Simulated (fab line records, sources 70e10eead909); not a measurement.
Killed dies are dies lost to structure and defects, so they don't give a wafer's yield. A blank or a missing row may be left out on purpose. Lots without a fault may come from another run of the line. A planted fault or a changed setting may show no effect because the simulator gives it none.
Problem report in the 8D (eight disciplines) form, filled by code | flow nand_harc | the parts of the form that need people (team, actions taken, sign-off) are left out

1. THE PROBLEM
oes_product_au at NHARC_A_CONTACT_ETCH_76 reads a mean of 0.829 a.u. on 4 wafers of 3 lots; wafers without a fault read 1.000 a.u. with a standard deviation of 0.0071. That is -24 standard deviations from the usual mean.
The step: etches the open film in N2/H2, target depth 260 nm, time 475.3 s.
First seen on wafer L373.1, day 23 07:06, on rie_diel-01. The record holds 43 wafers of 15 lots with a number at this step. Rule for "out", or "out of limits": more than 4 standard deviations from the usual mean. The other wafers with a number count as sound.

2. WHAT IT IS AND WHAT IT IS NOT
question                    | is                             | is not
which readings at this step | oes_product_au                 | drypump_motor_current_A, n2_flow_sccm, rf_vpp_V, showerhead_plenum_p_Torr, throttle_valve_pct
which lots                  | L373, L375, L376               | L369, L370, L372, L382, L383, L384, L385, L386, L389, L390, L391, L392
which wafers of those lots  | L373.1, L373.2, L375.2, L376.2 | L375.4, L375.5, L376.6
read on which tools         | rie_diel-01                    | rie_diel-05, rie_diel-07
when                        | from day 23 07:06              | up to then (9 sound wafers); but 30 sound wafers of L375, L376, L382, L383, L384, L385, L386, L389, L390, L391, L392 came after

3. SUSPECTS, AND WHAT RULES EACH OUT
Counting: a tool at a process step up to the reading stays a suspect if it ran every lot that is out. Sound lots after the first of them don't rule it out here, since some wafers of a struck lot are sound.
- rie_diel-01 at NHARC_A_CONTACT_ETCH_76 (etches the open film in N2/H2, target depth 260 nm, time 475.3 s): kept. It ran every lot that is out, first L373 (day 23 07:06); its last sound lot up to then is L370 (day 22 15:11). Its own readings are out on those wafers: oes_product_au.
- Within rie_diel-01 at NHARC_A_CONTACT_ETCH_76: the wafers that are out ran in chambers 0, 1; their sound lot-mates ran in chambers 2, 3.
Left after counting: rie_diel-01 at NHARC_A_CONTACT_ETCH_76.

4. THE CAUSE (what the simulator had put in)
Process parameter drift: rie_diel-01, from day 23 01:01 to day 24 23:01, at NHARC_A_CONTACT_ETCH_76. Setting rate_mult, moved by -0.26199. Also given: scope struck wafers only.
Counting left only this tool.

5. THE CHAIN OF EFFECTS, in route order
Each row: a reading whose mean over the struck wafers that have a number lies more than 3 standard deviations from the usual. Only readings for which the record gives a usual standard deviation are gone through. hours: the time from each lot's start at the first step in this table that gives one to its start at this step, as a median over the lots. sigmas: the change in usual standard deviations.
hours | step                    | reading        | usual      | on struck wafers | change | sigmas
0     | NHARC_A_CONTACT_ETCH_76 | oes_product_au | 1.000 a.u. | 0.829            | -0.171 | -24
The process steps in it:
- NHARC_A_CONTACT_ETCH_76: etches the open film in N2/H2, target depth 260 nm, time 475.3 s.

6. WHAT WOULD HAVE CAUGHT IT SOONER
In this record the first reading out of limits was taken at day 23 07:06, 6 hours after the fault began at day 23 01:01.
